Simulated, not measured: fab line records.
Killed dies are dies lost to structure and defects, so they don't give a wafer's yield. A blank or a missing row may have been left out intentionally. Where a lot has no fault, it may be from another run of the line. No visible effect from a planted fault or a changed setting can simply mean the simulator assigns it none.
Matching of chambers | flow nand harc | NHARC_A_STAIRCASE_DEP_151 on pecvd-03 has 3 sister chambers
The step deposits SiO2, target thk 7200 nm. 27 wafers are shown with their chamber, then 12 later ones without.

## WAFERS WITH THEIR CHAMBER
wafer  | chamber | heater power w (W)
L074.2 | 1       | 645
L074.4 | 2       | 605
L074.6 | 2       | 613
L077.1 | 2       | 725
L077.2 | 1       | 702
L077.4 | 1       | 605
L078.1 | 1       | 737
L078.4 | 1       | 585
L078.6 | 1       | 594
L084.1 | 1       | 637
L084.2 | 2       | 617
L084.6 | 1       | 591
L083.1 | 1       | 703
L083.2 | 2       | 670
L083.5 | 2       | 599
L087.1 | 2       | 650
L087.2 | 1       | 706
L087.6 | 2       | 603
L088.2 | 0       | 905
L088.4 | 1       | 588
L088.6 | 2       | 591
L091.1 | 2       | 769
L091.4 | 0       | 792
L091.6 | 1       | 592
L090.1 | 0       | 978
L090.2 | 2       | 731
L090.3 | 1       | 673

SIGNATURES (means of the wafers above)
reading        | chamber 0 | chamber 1 | chamber 2 | scatter within a chamber
heater power w | 891.67    | 642.92    | 652.09    | 62.4
Rule: for each reading, subtract the chamber's mean from the wafer's reading, divide by that reading's scatter and square the result; add these up over the readings and take the root, which gives the wafer's distance from the chamber. The wafer belongs to the nearest chamber; if the next one is less than 2 further off, it can't be placed. How the scatter is found: for the shown wafers, subtract from each reading the mean of its chamber, square and add these, divide the total by (wafers less chambers), then take the root.

## WAFERS WITHOUT THEIR CHAMBER
wafer  | heater power w (W)
L090.4 | 613
L090.5 | 615
L090.6 | 761
L094.3 | 890
L094.5 | 607
L094.6 | 599
L093.1 | 758
L093.3 | 919
L093.4 | 619
L095.1 | 930
L095.2 | 646
L095.3 | 637

## WHICH CHAMBER EACH WENT THROUGH
wafer  | from the rows above          | in truth
L090.4 | can't be placed: 1 or 2      | 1
L090.5 | can't be placed: 1 or 2      | 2
L090.6 | can't be placed: 2 or 1 or 0 | 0
L094.3 | 0                            | 0
L094.5 | can't be placed: 1 or 2      | 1
L094.6 | can't be placed: 1 or 2      | 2
L093.1 | can't be placed: 2 or 1 or 0 | 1
L093.3 | 0                            | 0
L093.4 | can't be placed: 1 or 2      | 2
L095.1 | 0                            | 0
L095.2 | can't be placed: 1 or 2      | 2
L095.3 | can't be placed: 1 or 2      | 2
3 of 12 placed correctly. Cannot be placed on the basis of these rows: 9; the candidates contain the true chamber in 9. Wrongly placed: 0.
